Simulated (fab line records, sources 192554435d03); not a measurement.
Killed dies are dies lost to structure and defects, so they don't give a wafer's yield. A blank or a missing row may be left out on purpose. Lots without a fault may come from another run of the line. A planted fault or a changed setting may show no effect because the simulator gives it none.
fab line records | flow n5_finfet
record lots=5 wafers=15 last_day=21
route steps=1938 shown HKMG_FIN@416 BEOL_M4@1111 PASSIVATION@1936
lots that met no fault: from a run of the same line without faults
start_h: hours from the record's first day to the start of the lot's first wafer shown | wait_h: hours since the lot's step before | " the same as in the row above | L1.1+2: a row that stands for several wafers | - no value, or no start given | * or withheld: withheld | < > ~ a bound
route shown NAME@n: a module of which the file shows steps, and the number in the route of the first | usual: mean/standard deviation of fault-free wafers | same: alike in all rows | chamber/n: place in a boat | sites: the reading at each site | _std_site: their standard deviation | _edge_site: outer sites' mean less inner sites' | radius_mm: how far each site lies from the wafer's centre | mask NAME#n: copy n | behind: the tool/chamber that last shaped the wafer | hold: why the lot was held/for how many hours/how that ended | device: the transistor (n, p or np) that didn't switch | end of line: the same wafers' tests at the end of the route | a step without rows: its recipe alone | killed: dies lost to structure and defects at the first sort, not the wafer's yield | map: a wafer's dies, x killed, . not, _ none there
set.NAME: the setting as run; set.NAME@STEP: as run at that earlier step | model.NAME: the simulator's own value behind a step, which no gauge read
lots at some steps of the route; a table a step, a row a wafer
services: from which hour (start_h, from the record's first day; less than 0 if before it) a tool's chamber was out of use, for how many hours, and why
## steps
# step N5_HKMG_FIN_WET_ETCH_65
# recipe chemistry=TMAH temp_c=70 conc_wt_pct=5 target=a-Si stop_on=TiN time_s=49 target_depth_nm=3
# step N5_HKMG_FIN_WET_ETCH_81
# recipe chemistry=SC1 target=TiN stop_on=HfO2 mix=1:1:5 temp_c=60 time_s=57 target_depth_nm=6
# step N5_HKMG_FIN_WET_ETCH_82
# recipe chemistry=dHCl mix=1:10000 temp_c=25 target=La2O3 stop_on=HfO2 target_depth_nm=2 dry=ipa_marangoni rinse_time_s=30 rinse_temp_c=23
# step N5_HKMG_FIN_ALD_36
# recipe material=TiN target_thk_a=10 temp_c=400 ald_precursor_family=TiCl4 ald_co_reactant=NH3 pulse_time_s=1 purge_time_s=3 co_reactant_purge_time_s=2 co_reactant_pulse_time_s=2 ald_cycles=47 pressure_torr=3
# usual heater_power_w=879/110 precursor_pulse_height_rel=1.001/0.018
# columns lot.wafer tool chamber start_h wait_h heater_power_w precursor_pulse_height_rel
L247.1 ald_metal-01 3 85.01 0.0 896 1.014
L247.3 " 0 " " 810 0.974
L247.5 " 3 " " 857 1.002
L254.1 ald_metal-02 1 125.12 0.0 1077 1.020
L254.4 " 3 " " 825 0.960
L254.5 " 2 " " 732 0.980
L265.1 ald_metal-04 2 198.76 0.0 873 1.010
L265.5 " 2 " " 897 1.017
L265.6 " 1 " " 773 1.016
L267.3 ald_metal-04 0 205.55 0.1 893 1.017
L267.4 " 3 " " 782 0.995
L267.6 " 2 " " 862 0.987
L268.1 ald_metal-02 1 213.18 0.0 1057 1.006
L268.2 " 0 " " 1036 0.967
L268.3 " 3 " " 833 1.027
# step N5_HKMG_FIN_THK_MEAS_70
# recipe thk_meas_gauge=xrf reads=HfO2_of_HKMG_FIN_HK_ALD_01
# usual HK_THK=1.609/0.022
# columns lot.wafer tool chamber start_h wait_h HK_THK[nm]
L247.1 film_metro-02 - 85.29 0.2 1.605
L247.3 " - " " 1.544
L247.5 " - " " 1.579
L254.1 film_metro-01 - 125.40 0.2 1.618
L254.4 " - " " 1.619
L254.5 " - " " 1.637
L265.1 film_metro-01 - 199.04 0.2 1.612
L265.5 " - " " 1.613
L265.6 " - " " 1.622
L267.3 film_metro-02 - 205.83 0.2 1.622
L267.4 " - " " 1.609
L267.6 " - " " 1.617
L268.1 film_metro-01 - 213.46 0.2 1.617
L268.2 " - " " 1.639
L268.3 " - " " 1.613
# step N5_HKMG_FIN_PWFM_ALD_03
# recipe material=TiN target_thk_a=20 temp_c=400 ald_precursor_family=TiCl4 ald_co_reactant=NH3 pulse_time_s=1 purge_time_s=3 co_reactant_purge_time_s=2 co_reactant_pulse_time_s=2 ald_cycles=91 pressure_torr=3
# usual heater_power_w=851/74 precursor_pulse_height_rel=0.996/0.02
# columns lot.wafer tool chamber start_h wait_h heater_power_w precursor_pulse_height_rel
L247.1 ald_metal-02 2 85.32 0.0 755 0.982
L247.3 " 0 " " 1021 0.978
L247.5 " 0 " " 1007 0.942
L254.1 ald_metal-04 0 125.44 0.0 909 0.968
L254.4 " 1 " " 768 0.999
L254.5 " 1 " " 768 0.969
L265.1 ald_metal-01 1 199.08 0.0 934 0.976
L265.5 " 1 " " 968 1.012
L265.6 " 0 " " 791 0.978
L267.3 ald_metal-02 0 205.87 0.0 1016 1.000
L267.4 " 1 " " 1118 0.970
L267.6 " 2 " " 768 0.987
L268.1 ald_metal-01 0 213.50 0.0 796 1.026
L268.2 " 3 " " 867 1.018
L268.3 " 1 " " 952 0.983
# step N5_HKMG_FIN_COAT_29
# recipe resist=SOC temp_c=250 time_s=60 spin_rpm=1500 resist_thk_nm=300
# step N5_HKMG_FIN_COAT_30
# recipe resist=SiARC temp_c=220 time_s=60 spin_rpm=1500 resist_thk_nm=35
# step N5_HKMG_FIN_COAT_06
# recipe resist=CAR-ArF spin_rpm=1500 resist_thk_nm=90
# step N5_HKMG_FIN_EBR_08
# recipe solvent=PGMEA ebr_width_mm=1.5
# step N5_HKMG_FIN_SOFTBAKE_07
# recipe temp_c=110 time_s=60 resist=CAR-ArF
# step N5_HKMG_FIN_EXPOSE_09
# recipe mask_id=NWFM na=1.35 source_shape=conventional sigma_outer=0.8 polarization=unpolarized dose_mj=39.25
# step N5_HKMG_FIN_PEB_10
# recipe peb_temp_c=withheld peb_time_s=60 resist=CAR-ArF
# columns lot.wafer tool chamber start_h wait_h
L247.1+3+5 litho_track-01 0 86.09 0.1
L254.1+4+5 litho_track-03 0 126.21 0.1
L265.1+5+6 litho_track-03 0 199.85 0.1
L267.3+4+6 litho_track-02 0 206.64 0.0
L268.1+2+3 litho_track-02 0 214.14 0.1
# step N5_HKMG_FIN_DEVELOP_11
# recipe develop_time_s=30 developer=TMAH resist=CAR-ArF dev_temp_c=23 rinse_liquid=diw dry=air_spin
# step N5_HKMG_FIN_CD_MEAS_12
# recipe target_cd_nm=92.8 landing_energy_ev=500 detector=se_inlens
# usual cd_nm=92.9/0.71
# columns lot.wafer tool chamber start_h wait_h cd_nm
L247.1 cd_sem-02 0 86.16 - 92.8
L247.3 " 0 " " 92.4
L247.5 " 0 " " 92.7
L254.1 cd_sem-03 0 126.28 - 92.3
L254.4 " 0 " " 93.0
L254.5 " 0 " " 92.5
L265.1 cd_sem-01 0 199.91 - 96.4
L265.5 " 0 " " 93.9
L265.6 " 0 " " 95.3
L267.3 cd_sem-03 0 206.71 - 93.9
L267.4 " 0 " " 92.6
L267.6 " 0 " " 92.4
L268.1 cd_sem-03 0 214.21 - 92.7
L268.2 " 0 " " 92.7
L268.3 " 0 " " 93.7
# step N5_HKMG_FIN_OVL_MEAS_13
# recipe points_per_wafer=44
# usual NWFM_OVL=0.1/0.69
# columns lot.wafer tool chamber start_h wait_h NWFM_OVL[nm]
L247.1 overlay-02 0 86.19 0.0 0.2
L247.3 " 0 " " 0.1
L247.5 " 0 " " 0.4
L254.1 overlay-01 0 126.31 0.0 -0.3
L254.4 " 0 " " 0.6
L254.5 " 0 " " -1.5
L265.1 overlay-02 0 199.94 0.0 -0.3
L265.5 " 0 " " -0.7
L265.6 " 0 " " 0.9
L267.3 overlay-02 0 206.74 0.0 0.7
L267.4 " 0 " " 1.1
L267.6 " 0 " " 0.6
L268.1 overlay-02 0 214.24 0.0 0.8
L268.2 " 0 " " 0.2
L268.3 " 0 " " 0.7
# step N5_BEOL_M4_RC_MEAS_101
# usual DIBL_N=36.1/2.3 DIBL_P=36/3.2 IOFF_N=0.16/0.045 IOFF_P=0.21/0.049 ION_N=674/14 ION_P=462/8.4 SS_N=71.6/0.83 SS_P=73.2/0.87 VT_N=249/3.8 VT_P=-250/3.4
# columns lot.wafer tool chamber start_h wait_h DIBL_N[mV/V] DIBL_P[mV/V] IOFF_N[nA/um] IOFF_P[nA/um] ION_N[uA/um] ION_P[uA/um] SS_N[mV/dec] SS_P[mV/dec] VT_N[mV] VT_P[mV]
L247.1 prober-01 0 266.33 0.0 35.2 32 0.13 0.17 664 457 71.2 71.8 252 -253
L247.3 " 0 " " 40.8 40 0.25 0.30 681 466 73.4 74.0 246 -246
L247.5 " 0 " " 35.6 34 0.14 0.19 657 453 71.9 72.9 251 -250
L254.1 prober-01 0 313.45 0.0 33.5 33 0.12 0.18 649 449 71.8 73.2 255 -251
L254.4 " 0 " " 31.5 31 0.10 0.15 663 462 69.8 72.0 255 -253
L254.5 " 0 " " 32.1 31 0.10 0.15 642 447 71.7 72.7 258 -252
L265.1 prober-02 0 358.67 0.0 37.4 39 0.19 0.23 695 472 72.0 74.2 244 -251
L265.5 " 0 " " 40.1 41 0.24 0.29 685 475 72.7 74.1 244 -246
L265.6 " 0 " " 37.9 39 0.18 0.22 685 469 72.5 73.3 247 -252
L267.3 prober-02 0 364.75 0.3 36.8 34 0.16 0.18 681 461 70.7 73.5 247 -251
L267.4 " 0 " " 34.9 32 0.13 0.17 685 471 70.6 71.9 248 -253
L267.6 " 0 " " 39.1 36 0.19 0.20 686 461 71.7 73.6 248 -251
L268.1 prober-01 0 393.78 0.0 34.9 36 0.14 0.20 675 466 71.4 73.1 251 -250
L268.2 " 0 " " 38.5 40 0.20 0.25 690 463 72.2 73.7 248 -248
L268.3 " 0 " " 39.8 41 0.23 0.28 678 463 73.0 74.4 249 -249
# step N5_PASSIVATION_PROBE_49
# usual defect_limited_yield=90.9/1.6 killed_at_M0_to_M3=37/11 killed_at_M4_up=15/5.6 killed_at_contacts=13/6.4 killed_at_front_end=39/11 killed_at_other=4/3.1 killed_dies=107/19 killed_open=71/14 killed_short=34/7.8 sort_bin_5_function=5.3/1 sort_bin_6_memory=3.4/0.72 sort_bin_8_speed=0.0/0.42 sort_n_pass=1072/20 sort_yield_pct=90.9/1.7
# same gross_dies=1180 killed_at_back_side=0 sort_bin_4_leakage[%]=0
# columns lot.wafer tool chamber start_h wait_h defect_limited_yield[%] killed_at_M0_to_M3 killed_at_M4_up killed_at_contacts killed_at_front_end killed_at_other killed_dies killed_open killed_short sort_bin_5_function[%] sort_bin_6_memory[%] sort_bin_8_speed[%] sort_n_pass sort_yield_pct[%]
L247.1 prober-02 - 370.90 0.0 93.2 38 9 4 28 1 80 48 30 4.2 2.2 0 1100 93.2
L247.3 prober-02 - 371.00 0.1 93.7 35 13 2 23 1 74 47 20 3.3 2.5 0 1106 93.7
L247.5 prober-02 - 371.10 0.2 91.5 33 18 6 42 1 100 67 28 4.6 3.5 0 1080 91.5
# killed by level:class
L247.1 BEOL_M1:geometric_particle:open=8 BEOL_M3:geometric_particle:open=8 BEOL_M0_SAQP:geometric_particle:open=6 FIN_SAQP:geometric_particle:open=5 BEOL_M2:geometric_particle:open=5 SPACER0:geometric_particle:short=4 GATE_CUT:geometric_particle:short=4 DUMMY_GATE:geometric_particle:open=3
L247.3 BEOL_M3:geometric_particle:open=7 BEOL_M4:geometric_particle:open=7 BEOL_M2:geometric_particle:open=6 FIN_SAQP:geometric_particle:open=4 BEOL_M0_SAQP:geometric_particle:open=4 BEOL_M0_SAQP:geometric_particle:short=4 BEOL_M3:geometric_particle:short=4 STI_FIN_REVEAL:geometric_particle:open=3
L247.5 FIN_SAQP:geometric_particle:open=7 DUMMY_GATE:geometric_particle:open=7 BEOL_M1:geometric_particle:open=7 BEOL_M2:geometric_particle:open=6 BEOL_M3:geometric_particle:open=6 STI_FIN_REVEAL:geometric_particle:open=5 BEOL_M0:geometric_particle:short=5 BEOL_M4:geometric_particle:open=5
## services
# columns tool chamber start_h hours kind
ald_metal-01 - 81.76 2.8 pm
litho_track-02 - 87.87 - consumable_replace:filter
ald_metal-02 3 96.11 1.5 repair
ald_metal-02 0 111.21 23.8 repair
ald_metal-01 - 129.35 0.9 repair
ald_metal-02 2 130.18 8.3 repair
## key
first_sign step=N5_HKMG_FIN_CD_MEAS_12 reading=cd_nm direction=up sigmas=4.1 usual=92.9 struck=95.8
effect none on later readings
met_at N5_HKMG_FIN_PEB_10
struck_wafers L265.1,L265.6
onset_between 126.21 199.85
fault kind=process_parameter_drift tool=litho_track-03 chamber=- onset_h=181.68 steps=N5_HKMG_FIN_PEB_10 channel=peb_time_s offset=* shape=step end_h=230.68 scope=struck_wafers_only acts_in=* stated=*
